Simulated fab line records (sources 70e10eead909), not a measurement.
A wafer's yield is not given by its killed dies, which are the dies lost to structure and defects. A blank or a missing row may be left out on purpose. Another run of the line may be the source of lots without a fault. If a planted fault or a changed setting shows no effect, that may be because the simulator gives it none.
Chamber matching ; flow nand-harc ; NHARC_P_GATE_DEP_103 on pecvd-01 has 3 sister chambers
The step deposits SiON, target thk 30 nm. 6 wafers are shown with their chamber, then 10 later ones without.

WAFERS, EACH WITH ITS CHAMBER
wafer;chamber;heater-power-w (W)
L976.1;1;788
L982.3;1;712
L985.3;2;815
L985.6;0;749
L988.1;2;805
L988.2;0;720

WAFERS WHOSE CHAMBER IS MISSING
wafer;heater-power-w (W)
L988.4;719
L990.1;734
L990.4;732
L990.6;757
L991.2;694
L991.3;684
L991.6;710
L992.3;698
L992.4;707
L992.6;754

WHICH CHAMBER EACH WENT THROUGH
wafer;from the rows above;in truth
L988.4;can't be placed: 0 or 1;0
L990.1;can't be placed: 0 or 1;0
L990.4;can't be placed: 0 or 1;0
L990.6;can't be placed: 1 or 0 or 2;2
L991.2;can't be placed: 0 or 1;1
L991.3;can't be placed: 0 or 1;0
L991.6;can't be placed: 0 or 1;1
L992.3;can't be placed: 0 or 1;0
L992.4;can't be placed: 0 or 1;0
L992.6;can't be placed: 1 or 0 or 2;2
Placed correctly: 0 of 10. Unplaceable from these rows: 10, with the true chamber sitting among the candidates in 10. Number placed wrongly: 0.
How it was worked out, from the rows above alone: a wafer's distance from a chamber is the root of the sum, over the readings, of the square of ((its reading less the chamber's mean) divided by the reading's scatter). If the next closest chamber is less than 2 further off than the closest, the wafer can't be placed; otherwise it belongs to the closest. For every chamber, the mean is computed from those of its wafers that are shown. How the scatter is found: for the shown wafers, subtract from each reading the mean of its chamber, square and add these, divide the total by (wafers less chambers), then take the root.
